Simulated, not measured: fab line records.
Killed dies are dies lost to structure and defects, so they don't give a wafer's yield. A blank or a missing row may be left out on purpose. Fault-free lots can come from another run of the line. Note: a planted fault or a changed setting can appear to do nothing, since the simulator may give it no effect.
Chamber matching | flow nand harc | NHARC_A_M1_DESCUM_14 on rie diel-03: 4 sister chambers
The step chemistry O2, time 3 s. 8 wafers are shown with their chamber, then 12 later ones without.

== EACH WAFER AND ITS CHAMBER ==
wafer  | chamber | showerhead plenum p Torr (Torr) | drypump motor current A (A)
L082.2 | 2       | 1.85                            | 5.5
L082.5 | 2       | 1.85                            | 5.6
L081.5 | 1       | 1.85                            | 5.5
L086.1 | 1       | 1.85                            | 5.5
L086.5 | 3       | 1.93                            | 5.6
L087.1 | 0       | 2.01                            | 5.7
L087.5 | 0       | 2.01                            | 5.7
L087.6 | 3       | 1.94                            | 5.6

== WAFERS MISSING THEIR CHAMBER ==
wafer  | showerhead plenum p Torr (Torr) | drypump motor current A (A)
L089.2 | 1.85                            | 5.5
L089.4 | 2.01                            | 5.7
L089.5 | 2.01                            | 5.7
L091.1 | 1.93                            | 5.6
L091.4 | 2.01                            | 5.7
L091.5 | 1.93                            | 5.6
L093.2 | 1.85                            | 5.5
L093.4 | 1.85                            | 5.5
L093.6 | 1.85                            | 5.5
L095.3 | 2.01                            | 5.7
L095.4 | 1.85                            | 5.5
L095.5 | 1.93                            | 5.6

== THE CHAMBER EACH PASSED THROUGH ==
wafer  | from the rows above     | in truth
L089.2 | can't be placed: 1 or 2 | 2
L089.4 | 0                       | 0
L089.5 | 0                       | 0
L091.1 | 3                       | 3
L091.4 | 0                       | 0
L091.5 | 3                       | 3
L093.2 | can't be placed: 1 or 2 | 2
L093.4 | can't be placed: 1 or 2 | 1
L093.6 | can't be placed: 1 or 2 | 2
L095.3 | 0                       | 0
L095.4 | can't be placed: 1 or 2 | 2
L095.5 | 3                       | 3
Correctly placed: 7 of 12. These rows do not allow placing 5 (true chamber among the candidates in 5). Wrongly placed: 0.
How it was worked out, from the rows above alone: a wafer's distance from a chamber is the root of the sum, over the readings, of the square of ((its reading less the chamber's mean) divided by the reading's scatter). If the next closest chamber is less than 2 further off than the closest, the wafer can't be placed; otherwise it belongs to the closest. A chamber's mean is the mean of its shown wafers. How the scatter is found: for the shown wafers, subtract from each reading the mean of its chamber, square and add these, divide the total by (wafers less chambers), then take the root.
